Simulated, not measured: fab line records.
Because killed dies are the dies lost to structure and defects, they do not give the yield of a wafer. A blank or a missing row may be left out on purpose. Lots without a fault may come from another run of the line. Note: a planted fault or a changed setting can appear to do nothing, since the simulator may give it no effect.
fab line records	flow nandHarc
record lots=5	wafers=15	lastDay=24
route steps=1159 shown A_M1@1037 A_BONDPAD@1059 END@1159
lots that met no fault: taken from a fault-free run of the same line
startH: hours from the record's opening day to when the first of the lot's shown wafers began	waitH: time in hours since the lot's previous step	" the same as in the row above	L1.1+2: several wafers, shown together as one row	- value missing, or start not given	* or withheld: withheld	< > ~ a bound
route shown NAME@n: a module of which the file shows steps, and the number in the route of the first	usual: mean/standard deviation of fault-free wafers	same: alike in all rows	chamber/n: place in a boat	sites: per-site readings	_std_site: standard deviation across them	_edge_site: the outer-site mean with the inner-site mean subtracted	radiusMm: for every site, how far away it sits from the centre of the wafer	mask NAME#n: copy n	behind: the last tool/chamber to shape the wafer	hold: cause of the lot's hold/its duration in hours/its outcome	device: which transistor (n, p or np) failed to switch	end of line: tests run on the same wafers once the route is complete	a step without rows: its recipe alone	killed: the dies lost at the first sort to structure and to defects; this is not the yield of the wafer	map: a wafer's dies, marking killed ones x, the rest . and places with no die _
set.NAME: setting as actually run; set.NAME@STEP: the setting as run at that earlier step	model.NAME: the simulator's own value behind a step, which no gauge read
lots seen at some steps along the route; tables by step, rows by wafer
services: when a tool's chamber went out of use (startH, in hours from the record's first day, below 0 if earlier), for how many hours, and the reason
## steps
# step NHARC_A_M1_OVL_MEAS_10
# recipe pitchNm=240
# usual overlayXNm=-0.1/0.94	overlayYNm=-0.1/0.86
lot.wafer	tool	chamber	startH	waitH	overlayXNm	overlayYNm
L116.3	overlay-02	-	410.27	-	-0.3	-0.3
L116.4	"	-	"	"	-0.7	-1.0
L116.5	"	-	"	"	-0.9	-0.3
L117.3	overlay-02	-	417.06	-	0.5	-0.5
L117.5	"	-	"	"	-0.3	-0.9
L117.6	"	-	"	"	-0.3	0.3
L120.2	overlay-02	-	430.69	-	0.0	-0.3
L120.3	"	-	"	"	-0.1	-0.7
L120.6	"	-	"	"	-0.2	-0.6
L128.1	overlay-02	-	480.97	-	-0.4	1.1
L128.5	"	-	"	"	-0.8	0.9
L128.6	"	-	"	"	-0.7	0.9
L134.1	overlay-02	-	544.59	-	1.0	-0.7
L134.3	"	-	"	"	0.9	-0.9
L134.5	"	-	"	"	0.6	-1.1
# step NHARC_A_M1_INSPECT_11
# usual rawDefectCount=32/15
lot.wafer	tool	chamber	startH	waitH	rawDefectCount
L116.3	defectInspect-02	-	410.30	0.0	26
L116.4	"	-	"	"	25
L116.5	"	-	"	"	14
L117.3	defectInspect-02	-	417.09	0.0	9
L117.5	"	-	"	"	19
L117.6	"	-	"	"	9
L120.2	defectInspect-01	-	430.73	0.0	16
L120.3	"	-	"	"	15
L120.6	"	-	"	"	13
L128.1	defectInspect-01	-	481.01	0.0	38
L128.5	"	-	"	"	35
L128.6	"	-	"	"	51
L134.1	defectInspect-02	-	544.63	0.0	65
L134.3	"	-	"	"	61
L134.5	"	-	"	"	52
# step NHARC_A_M1_DESCUM_14
# recipe timeS=3	o2FlowSccm=200	arFlowSccm=0	biasPowerW=0	chemistry=O2
# usual drypumpMotorCurrentA=5.7/0.39	oesProductAu=1.000/0.011	rfVppV=57.8/0.89	showerheadPlenumPTorr=1.92/0.092	throttleValvePct=11.310/0.0087
lot.wafer	tool	chamber	startH	waitH	drypumpMotorCurrentA	oesProductAu	rfHoursCounterH	rfVppV	showerheadPlenumPTorr	throttleValvePct
L116.4	rieDiel-08	0	410.37	0.1	6.1	0.997	6.2	58.6	1.96	11.322
L116.3	"	1	"	"	5.6	1.001	5.6	58.4	1.88	11.317
L116.5	"	0	"	"	6.1	0.987	-	57.6	1.95	11.314
L117.3	rieDiel-12	1	417.16	0.1	5.2	1.002	3.7	58.0	2.06	11.315
L117.5	"	0	"	"	5.7	1.016	-	58.1	1.85	11.320
L117.6	"	1	"	"	5.2	1.002	-	59.5	2.06	11.298
L120.3	rieDiel-01	3	430.80	0.1	6.1	1.002	2.9	57.1	1.80	11.310
L120.2	"	0	"	"	5.3	1.010	2.7	58.0	2.00	11.305
L120.6	"	3	"	"	6.1	0.998	-	57.1	1.80	11.311
L128.1	rieDiel-12	0	481.07	0.1	5.7	1.022	7.7	58.2	1.85	11.318
L128.6	"	0	"	"	5.7	1.015	-	57.6	1.85	11.312
L128.5	"	1	"	"	5.1	0.992	-	58.4	2.05	11.304
L134.1	rieDiel-01	0	544.71	0.1	5.3	0.995	1.0	57.3	2.00	11.311
L134.3	"	1	"	"	6.1	1.009	1.0	59.3	1.84	11.318
L134.5	"	2	"	"	5.0	0.996	-	56.6	1.93	11.327
# step NHARC_A_M1_ETCH_35
# recipe targetDepthA=400	overetchA=120	timeS=43.94	ionEnergyEv=200	n2FlowSccm=150	h2FlowSccm=150	arFlowSccm=0	rfW=400	biasW=150	chemistry=N2/H2
# step NHARC_A_M1_ETCH_15
# recipe targetDepthA=1825	timeS=91.2	c4f8FlowSccm=withheld	arFlowSccm=400	rfW=600	biasW=300	chemistry=C4F8/Ar
# step NHARC_A_M1_CD_MEAS_16
# usual cdNm=119.8/0.79
lot.wafer	tool	chamber	startH	waitH	cdNm
L116.3	cdSem-01	-	410.67	-	119.2
L116.4	"	-	"	"	118.0
L116.5	"	-	"	"	119.6
L117.3	cdSem-03	-	417.46	-	119.9
L117.5	"	-	"	"	119.8
L117.6	"	-	"	"	119.1
L120.2	cdSem-03	-	431.10	-	118.0
L120.3	"	-	"	"	120.1
L120.6	"	-	"	"	120.5
L128.1	cdSem-01	-	481.37	-	120.6
L128.5	"	-	"	"	119.4
L128.6	"	-	"	"	119.2
L134.1	cdSem-03	-	545.01	-	121.0
L134.3	"	-	"	"	120.9
L134.5	"	-	"	"	120.6
# step NHARC_A_M1_STRIP_18
# recipe powerW=1000	n2FlowSccm=150	h2FlowSccm=150	arFlowSccm=0	biasW=0	chemistry=N2/H2
# usual drypumpMotorCurrentA=5.6/0.4	n2FlowSccm=150.0/0.46	oesProductAu=1.001/0.01	rfFwdPowerW=996/3.5	rfVppV=90.7/0.97	showerheadPlenumPTorr=2.05/0.1	throttleValvePct=14.170/0.0091
lot.wafer	tool	chamber	startH	waitH	drypumpMotorCurrentA	n2FlowSccm	oesProductAu	rfFwdPowerW	rfHoursCounterH	rfVppV	showerheadPlenumPTorr	throttleValvePct
L116.4	rieDiel-01	2	410.74	0.1	5.0	150.3	1.001	1000	2	91.1	2.06	14.169
L116.3	"	1	"	"	6.0	149.9	1.004	1000	2	90.4	1.97	14.165
L116.5	"	3	"	"	6.1	150.1	1.001	996	-	90.0	1.91	14.171
L117.3	rieDiel-12	2	417.53	0.1	5.6	150.2	0.987	996	3	91.1	2.10	14.150
L117.5	"	2	"	"	5.6	150.4	0.995	992	-	90.9	2.10	14.149
L117.6	"	3	"	"	6.0	150.8	0.995	998	-	91.4	2.18	14.171
L120.3	rieDiel-08	2	431.20	0.1	6.2	149.7	0.995	994	7	91.6	1.89	14.167
L120.2	"	3	"	"	5.5	149.5	0.987	994	8	91.0	2.18	14.161
L120.6	"	2	"	"	6.2	150.6	0.996	993	-	88.4	1.89	14.161
L128.1	rieDiel-12	1	481.45	0.1	5.2	149.4	1.007	998	8	91.2	2.19	14.177
L128.5	"	1	"	"	5.1	150.2	1.004	992	-	91.1	2.19	14.153
L128.6	"	2	"	"	5.6	150.5	1.006	1001	-	90.8	2.10	14.158
L134.1	rieDiel-12	2	545.11	0.1	5.6	150.2	1.000	992	11	91.0	2.10	14.165
L134.3	"	0	"	"	5.7	150.4	1.014	997	10	91.6	1.97	14.165
L134.5	"	1	"	"	5.2	150.6	0.998	1001	-	92.0	2.19	14.161
# step NHARC_A_M1_ETCH_28
# recipe targetDepthA=300	overEtchFrac=0.3	timeS=72.99	ionEnergyEv=150	cf4FlowSccm=50	n2FlowSccm=100	arFlowSccm=150	rfW=300	biasW=100	chemistry=CF4/N2
# step NHARC_A_M1_STRIP_19
# recipe timeS=600	tempC=30	chemistry=postEtchResidueRemover
# step NHARC_A_M1_DEGAS_29
# recipe tempC=250	timeS=60
# step NHARC_A_M1_PRE_CLEAN_30
# recipe timeS=30	tempC=280	gas=H2/He
# step NHARC_A_M1_PVD_20
# recipe targetThkA=50	biasV=168.6	powerW=15000	chamberPressurePa=0.12	timeS=8.06	substrateTempC=50	material=TaN
# usual throttleValvePct=29.8/0.89
lot.wafer	tool	chamber	startH	waitH	throttleValvePct
L116.4	pvdSputter-01	-	-	-	29.8
L116.3	"	-	"	"	30.2
L116.5	"	-	"	"	29.6
L117.3	pvdSputter-01	-	-	-	29.4
L117.6	"	-	"	"	29.6
L117.5	"	-	"	"	29.9
L120.3	pvdSputter-03	-	-	-	30.5
L120.2	"	-	"	"	30.6
L120.6	"	-	"	"	30.3
L128.1	pvdSputter-03	-	-	-	28.2
L128.6	"	-	"	"	30.5
L128.5	"	-	"	"	29.3
L134.1	pvdSputter-02	-	-	-	30.6
L134.3	"	-	"	"	30.0
L134.5	"	-	"	"	30.5
# step NHARC_A_M1_PVD_21
# recipe targetThkA=300	chamberPressurePa=5	powerW=5000	substrateTempC=30	timeS=20.49	material=Cu
# usual throttleValvePct=29.8/0.93
lot.wafer	tool	chamber	startH	waitH	throttleValvePct
L116.4	pvdSputter-01	-	411.61	-	29.3
L116.3	"	-	"	"	29.8
L116.5	"	-	"	"	29.8
L117.3	pvdSputter-01	-	418.40	-	29.4
L117.6	"	-	"	"	31.9
L117.5	"	-	"	"	29.5
L120.3	pvdSputter-03	-	432.08	-	30.4
L120.2	"	-	"	"	28.6
L120.6	"	-	"	"	28.4
L128.1	pvdSputter-03	-	482.33	-	30.8
L128.5	"	-	"	"	28.5
L128.6	"	-	"	"	30.3
L134.1	pvdSputter-02	-	545.95	-	30.3
L134.3	"	-	"	"	29.9
L134.5	"	-	"	"	30.3
# step NHARC_A_M1_ECD_22
# recipe targetThkA=4000	bathTempC=25	material=Cu
# step NHARC_A_M1_ANNEAL_31
# recipe tempC=225	timeS=90
# usual annealTempC=224.93/0.15	wafer_temp_C_max=226.2/0.53
lot.wafer	tool	chamber	startH	waitH	annealTempC	wafer_temp_C_max
L116.3	rtpAnneal-02	0	412.25	0.3	225.08	225.4
L116.4	"	0	"	"	224.82	225.4
L116.5	"	0	"	"	224.83	225.3
L117.3	rtpAnneal-01	0	419.06	0.3	224.95	226.4
L117.5	"	0	"	"	224.98	226.2
L117.6	"	0	"	"	225.15	226.3
L120.2	rtpAnneal-01	0	432.67	0.4	225.03	226.2
L120.3	"	0	"	"	224.90	226.6
L120.6	"	0	"	"	224.94	226.4
L128.1	rtpAnneal-01	0	482.83	0.3	225.16	226.2
L128.5	"	0	"	"	225.08	226.5
L128.6	"	0	"	"	225.14	226.8
L134.1	rtpAnneal-01	0	546.47	-	224.78	226.8
L134.3	"	0	"	"	224.85	226.7
L134.5	"	0	"	"	224.96	227.0
# step NHARC_A_M1_CMP_23
# recipe tOverpolishS=20	targetThkNm=154.34
# step NHARC_A_M1_SRD_25
# step NHARC_A_M1_INSPECT_27
# usual rawDefectCount=449/120
lot.wafer	tool	chamber	startH	waitH	rawDefectCount
L116.3	defectInspect-01	-	412.97	0.0	587
L116.4	"	-	"	"	448
L116.5	"	-	"	"	584
L117.3	defectInspect-02	-	419.79	0.0	345
L117.5	"	-	"	"	302
L117.6	"	-	"	"	353
L120.2	defectInspect-01	-	433.44	0.0	513
L120.3	"	-	"	"	1025
L120.6	"	-	"	"	467
L128.1	defectInspect-01	-	483.64	0.0	563
L128.5	"	-	"	"	635
L128.6	"	-	"	"	483
L134.1	defectInspect-01	-	547.28	0.0	460
L134.3	"	-	"	"	671
L134.5	"	-	"	"	470
# step NHARC_A_M1_PRE_CLEAN_32
# recipe timeS=12	tempC=370	rfPowerW=300	gas=NH3
# step NHARC_A_M1_DEP_33
# recipe targetThkA=300	tempC=370	targetThkNm=30	pressureTorr=3	flowSccm=200	rfW=450	material=SiCN
# step NHARC_A_BONDPAD_DEP_00
# recipe targetThkA=2500	tempC=370	targetThkNm=250	pressureTorr=3	flowSccm=200	rfW=450	material=SiCN
# step NHARC_A_BONDPAD_CMP_29
# recipe targetThkNm=200	material=SiCN
# usual motorCurrentA=11.7/1.2
lot.wafer	tool	chamber	startH	waitH	motorCurrentA
L116.3	cmp-03	1	414.16	-	11.1
L116.4	"	3	"	"	11.8
L116.5	"	1	"	"	10.9
L117.3	cmp-02	2	421.13	-	11.2
L117.6	"	0	"	"	12.4
L117.5	"	1	"	"	12.3
L120.2	cmp-03	1	434.91	-	10.5
L120.3	"	2	"	"	14.5
L120.6	"	2	"	"	13.3
L128.1	cmp-03	2	485.94	-	13.4
L128.6	"	2	"	"	14.2
L134.3	cmp-02	1	548.42	-	12.0
L134.1	"	2	"	"	11.4
L134.5	"	0	"	"	13.1
# step NHARC_A_BONDPAD_THK_MEAS_30
# recipe thkMeasGauge=ellipsometry
# usual thkNm=200.4/1.5
lot.wafer	tool	chamber	startH	waitH	thkNm
L116.3	filmMetro-02	-	414.41	0.2	200.2
L116.4	"	-	"	"	199.9
L116.5	"	-	"	"	200.9
L117.3	filmMetro-02	-	421.33	0.2	202.0
L117.5	"	-	"	"	201.1
L117.6	"	-	"	"	200.1
L120.2	filmMetro-01	-	435.16	0.2	198.9
L120.3	"	-	"	"	199.5
L120.6	"	-	"	"	198.1
L128.1	filmMetro-01	-	486.16	0.2	201.0
L128.6	"	-	"	"	200.8
L134.1	filmMetro-02	-	548.65	0.2	198.7
L134.3	"	-	"	"	200.8
L134.5	"	-	"	"	199.9
# step NHARC_A_BONDPAD_SRD_31
# step NHARC_A_BONDPAD_DEHYDRATE_01
# recipe tempC=150	timeS=120
# step NHARC_A_BONDPAD_HMDS_02
# recipe timeS=30
# step NHARC_A_BONDPAD_COAT_33
# recipe tempC=200	timeS=65
# step NHARC_A_BONDPAD_COAT_03
# recipe spinRpm=2000	resistThkNm=600
# step NHARC_A_BONDPAD_SOFTBAKE_04
# recipe tempC=125	timeS=70
# step NHARC_A_BONDPAD_EBR_05
# step NHARC_A_BONDPAD_EXPOSE_06
# recipe na=0.55	doseMj=36.99	maskId=A_BPAD
# step NHARC_A_BONDPAD_PEB_07
# recipe pebTempC=128	pebTimeS=80
# step NHARC_A_BONDPAD_DEVELOP_08
# recipe timeS=50	devTempC=22
# step NHARC_A_BONDPAD_CD_MEAS_09
# recipe targetCdNm=500	landingEnergyEv=500
# usual cdNm=500.7/2.2
lot.wafer	tool	chamber	startH	waitH	cdNm
L116.3	cdSem-03	0	415.00	-	499.2
L116.4	"	0	"	"	504.4
L116.5	"	0	"	"	501.9
L117.3	cdSem-01	0	421.90	-	503.1
L117.5	"	0	"	"	502.6
L117.6	"	0	"	"	503.7
L120.2	cdSem-03	0	435.75	-	502.8
L120.3	"	0	"	"	501.7
L120.6	"	0	"	"	504.2
L128.1	cdSem-01	0	486.74	-	502.2
L128.6	"	0	"	"	499.6
L134.1	cdSem-03	0	549.21	-	504.3
L134.3	"	0	"	"	501.6
L134.5	"	0	"	"	503.3
# step NHARC_A_BONDPAD_OVL_MEAS_35
# usual overlayXNm=-1/6	overlayYNm=1/4.8
lot.wafer	tool	chamber	startH	waitH	overlayXNm	overlayYNm
L116.3	overlay-01	-	415.09	-	-6	8
L116.4	"	-	"	"	-7	9
L116.5	"	-	"	"	-6	8
L117.3	overlay-01	-	421.99	-	-8	4
L117.5	"	-	"	"	-7	3
L117.6	"	-	"	"	-7	3
L120.2	overlay-02	-	435.84	-	0	-4
L120.3	"	-	"	"	0	-3
L120.6	"	-	"	"	0	-3
L128.1	overlay-01	-	486.82	-	11	-3
L128.6	"	-	"	"	11	-2
L134.1	overlay-01	-	549.30	-	-10	5
L134.3	"	-	"	"	-10	5
L134.5	"	-	"	"	-10	5
# step NHARC_A_BONDPAD_HARDBAKE_10
# recipe tempC=118	timeS=65
# step NHARC_A_BONDPAD_DESCUM_11
# recipe timeS=3	o2FlowSccm=200	arFlowSccm=0	biasPowerW=0	chemistry=O2
# step NHARC_A_BONDPAD_ETCH_34
# recipe targetDepthA=600	overetchA=180	timeS=65.91	ionEnergyEv=200	n2FlowSccm=150	h2FlowSccm=150	arFlowSccm=0	rfW=400	biasW=150	chemistry=N2/H2
# step NHARC_A_BONDPAD_ETCH_12
# recipe targetDepthA=2200	timeS=110	chf3FlowSccm=50	o2FlowSccm=10	arFlowSccm=200	rfW=500	biasW=200	chemistry=CHF3/O2
# step NHARC_A_BONDPAD_CD_MEAS_13
# usual cdNm=500.2/2.2
lot.wafer	tool	chamber	startH	waitH	cdNm
L116.3	cdSem-01	-	415.54	-	499.2
L116.4	"	-	"	"	503.2
L116.5	"	-	"	"	500.9
L117.3	cdSem-03	-	422.44	-	502.5
L117.5	"	-	"	"	501.0
L117.6	"	-	"	"	502.8
L120.2	cdSem-01	-	436.29	-	501.7
L120.3	"	-	"	"	500.1
L120.6	"	-	"	"	503.4
L128.1	cdSem-01	-	487.26	-	503.0
L128.6	"	-	"	"	498.9
L134.1	cdSem-03	-	549.74	-	504.5
L134.3	"	-	"	"	501.4
L134.5	"	-	"	"	503.4
# step NHARC_END_SORT_01
# recipe tempC=25
# usual defectLimitedYield=95.4/1.7	killedAtArray=27/11	killedAtOther=0.6/0.89	killedAtPeriphery=3.0/2.4	killedDies=31/12	killedOpen=3.2/1.6	killedShort=2.0/1.5	sort_bin_2_pct=1.5/0.69	sort_bin_3_pct=0.23/0.22	sort_bin_4_pct=2.9/1.1	sortNPass=646/12	sortRimYieldPct=94/3.3	sortYieldPct=95.4/1.7
# same grossDies=677	sort_bin_5_pct[%]=0	sort_bin_6_pct[%]=0	sort_bin_7_pct[%]=0	sort_bin_8_pct[%]=0	sortRimNGross=106.00
lot.wafer	tool	chamber	startH	waitH	defectLimitedYield[%]	killedAtArray	killedAtOther	killedAtPeriphery	killedDies	killedOpen	killedShort	sort_bin_2_pct[%]	sort_bin_3_pct[%]	sort_bin_4_pct[%]	sortNPass	sortRimYieldPct[%]	sortYieldPct[%]
L120.2	prober-02	0	473.38	2.8	97.0	14	0	6	20	2	2	0.9	0.15	1.9	657	96	97.0
L120.3	prober-02	0	474.18	3.1	97.3	16	0	2	18	7	3	1.0	0	1.6	659	95	97.3
L120.6	prober-02	0	476.59	4.0	96.9	17	0	4	21	6	3	0.6	0	2.5	656	97	96.9
L128.1	prober-01	0	516.82	2.5	95.3	29	0	3	32	4	3	1.8	0.44	2.5	645	93	95.3
L128.5	prober-01	0	520.02	3.7	0	670	0	7	677	6	4	95.9	0.30	3.8	0	0	0
L128.6	prober-01	0	520.82	4.0	93.4	42	0	3	45	7	2	2.8	0.30	3.5	632	87	93.4
# killed by level:class
L120.2 A_CHANNEL_HOLE_D1:chamberFilmFlake=7 A_CONTACT:chamberFilmFlake=4 P_GATE:chamberFilmFlake=2 P_GATE:geometricParticle:open=1 P_M0:geometricParticle:open=1 A_CHANNEL_FILL_D1:geometricParticle:short=1 A_M0:geometricParticle:short=1 P_ZERO_WELL:chamberFilmFlake=1
L120.3 A_CHANNEL_HOLE_D1:chamberFilmFlake=4 A_CONTACT:chamberFilmFlake=3 A_CONTACT:geometricParticle:open=2 P_CONTACT:geometricParticle:open=1 P_M2:geometricParticle:short=1 A_ONON_D1:geometricParticle:open=1 A_CHANNEL_HOLE_D1:geometricParticle:short=1 A_CHANNEL_HOLE_D1:geometricParticle:open=1
L120.6 A_CHANNEL_HOLE_D1:chamberFilmFlake=6 A_CONTACT:chamberFilmFlake=3 A_M1:geometricParticle:open=2 P_ZERO_WELL:chamberFilmFlake=2 P_GATE:geometricParticle:open=1 P_CONTACT:geometricParticle:open=1 A_ONON_D1:geometricParticle:short=1 A_CHANNEL_FILL_D1:geometricParticle:short=1
L128.1 A_SLIT:chamberFilmFlake=8 A_CONTACT:chamberFilmFlake=4 A_CHANNEL_HOLE_D1:chamberFilmFlake=3 A_STAIRCASE:chamberFilmFlake=3 A_SGD_CUT:chamberFilmFlake=3 A_WL_FILL:chamberFilmFlake=2 P_GATE:geometricParticle:open=1 P_M0:geometricParticle:short=1
L128.5 A_M1:areaPvd=636 A_SLIT:chamberFilmFlake=7 A_SGD_CUT:chamberFilmFlake=5 A_WL_FILL:chamberFilmFlake=4 A_M0:chamberFilmFlake=4 P_GATE:chamberFilmFlake=3 A_CHANNEL_HOLE_D1:chamberFilmFlake=3 A_CONTACT:chamberFilmFlake=3
L128.6 A_SLIT:chamberFilmFlake=14 A_CHANNEL_HOLE_D1:chamberFilmFlake=5 A_SGD_CUT:chamberFilmFlake=4 A_ONON_D1:geometricParticle:open=3 A_STAIRCASE:chamberFilmFlake=3 A_M0:chamberFilmFlake=3 A_CHANNEL_FILL_D1:geometricParticle:open=2 P_GATE:chamberFilmFlake=2
# map L128.5 (x killed, . not)
____________x____________
_________xxxxxxx_________
_______xxxxxxxxxxx_______
______xxxxxxxxxxxxx______
_____xxxxxxxxxxxxxxx_____
____xxxxxxxxxxxxxxxxx____
____xxxxxxxxxxxxxxxxx____
___xxxxxxxxxxxxxxxxxxx___
___xxxxxxxxxxxxxxxxxxx___
__xxxxxxxxxxxxxxxxxxxxx__
__xxxxxxxxxxxxxxxxxxxxx__
_xxxxxxxxxxxxxxxxxxxxxxx_
_xxxxxxxxxxxxxxxxxxxxxxx_
_xxxxxxxxxxxxxxxxxxxxxxx_
_xxxxxxxxxxxxxxxxxxxxxxx_
_xxxxxxxxxxxxxxxxxxxxxxx_
xxxxxxxxxxxxxxxxxxxxxxxxx
xxxxxxxxxxxxxxxxxxxxxxxxx
xxxxxxxxxxxxxxxxxxxxxxxxx
xxxxxxxxxxxxxxxxxxxxxxxxx
xxxxxxxxxxxxxxxxxxxxxxxxx
_xxxxxxxxxxxxxxxxxxxxxxx_
_xxxxxxxxxxxxxxxxxxxxxxx_
_xxxxxxxxxxxxxxxxxxxxxxx_
_xxxxxxxxxxxxxxxxxxxxxxx_
_xxxxxxxxxxxxxxxxxxxxxxx_
__xxxxxxxxxxxxxxxxxxxxx__
__xxxxxxxxxxxxxxxxxxxxx__
___xxxxxxxxxxxxxxxxxxx___
___xxxxxxxxxxxxxxxxxxx___
____xxxxxxxxxxxxxxxxx____
____xxxxxxxxxxxxxxxxx____
_____xxxxxxxxxxxxxxx_____
______xxxxxxxxxxxxx______
_______xxxxxxxxxxx_______
_________xxxxxxx_________
____________x____________
# map L120.6 (x killed, . not)
____________.____________
_________......._________
_______..........._______
______.............______
_____..............._____
____.................____
____.................____
___...................___
___...................___
__.....................__
__.....................__
_x.....x................_
_.........x............._
_......................._
_........x..........x..._
_......................._
...x..............x......
x........x...............
........x................
.........................
.................x.......
_......................._
_....x.................._
_...xx............x....._
_......................._
_.....x................._
__x...x........x.......__
__.....................__
___...................___
___...............x...___
____.................____
____.................____
_____.........x....._____
______.............______
_______..........._______
_________......._________
____________.____________
## services
tool	chamber	startH	hours	kind
rieDiel-12	0	388.43	-	clean
rieDiel-12	1	388.43	-	clean
rieDiel-12	2	388.43	-	clean
rieDiel-12	3	388.43	-	clean
rieDiel-08	0	389.31	4.1	repair
cmp-02	-	390.83	4.8	repair
pvdSputter-02	-	392.05	10.0	pm
rieDiel-12	0	412.93	-	clean
rieDiel-12	1	412.93	-	clean
cmp-02	-	422.52	4.0	pm
cmp-03	-	450.28	4.0	pm
rieDiel-12	1	453.09	1.6	repair
pvdSputter-03	-	458.07	10.0	pm
rieDiel-08	-	478.95	9.0	pm
rieDiel-12	0	482.97	7.9	repair
cmp-02	-	490.33	0.6	repair
rieDiel-01	-	491.80	9.0	pm
pvdSputter-02	-	496.49	5.5	repair
rieDiel-12	-	501.23	0.5	repair
rieDiel-08	0	511.84	4.2	repair
cmp-02	-	520.64	4.0	pm
pvdSputter-01	-	523.33	10.0	pm
cmp-03	-	530.22	6.0	repair
cmp-03	-	548.28	4.0	pm
## key
firstSign step=NHARC_END_SORT_01	reading=sort_bin_2_pct	direction=up	sigmas=99+	usual=1.5	struck=95.9
effect step=NHARC_END_SORT_01	reading=killedAtArray	direction=up	sigmas=59	usual=27	struck=670
moreKillsBornAt NHARC_A_M1_PVD_21@pvdSputter-03=636
metAt NHARC_A_M1_PVD_21
struckWafers L128.5
laterRowsLeftOut L128.5
onsetBetween 432.08 482.33
fault kind=processParameterDrift	tool=pvdSputter-03	chamber=-	onsetH=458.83	steps=NHARC_A_M1_PVD_21	channel=targetThkA	offset=*	shape=step	endH=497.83	actsIn=*	stated=*	scope=struckWafersOnly
# laterRowsLeftOut: the simulator's readings of these wafers behind a module that went badly wrong aren't trusted and aren't shown, but for the sort
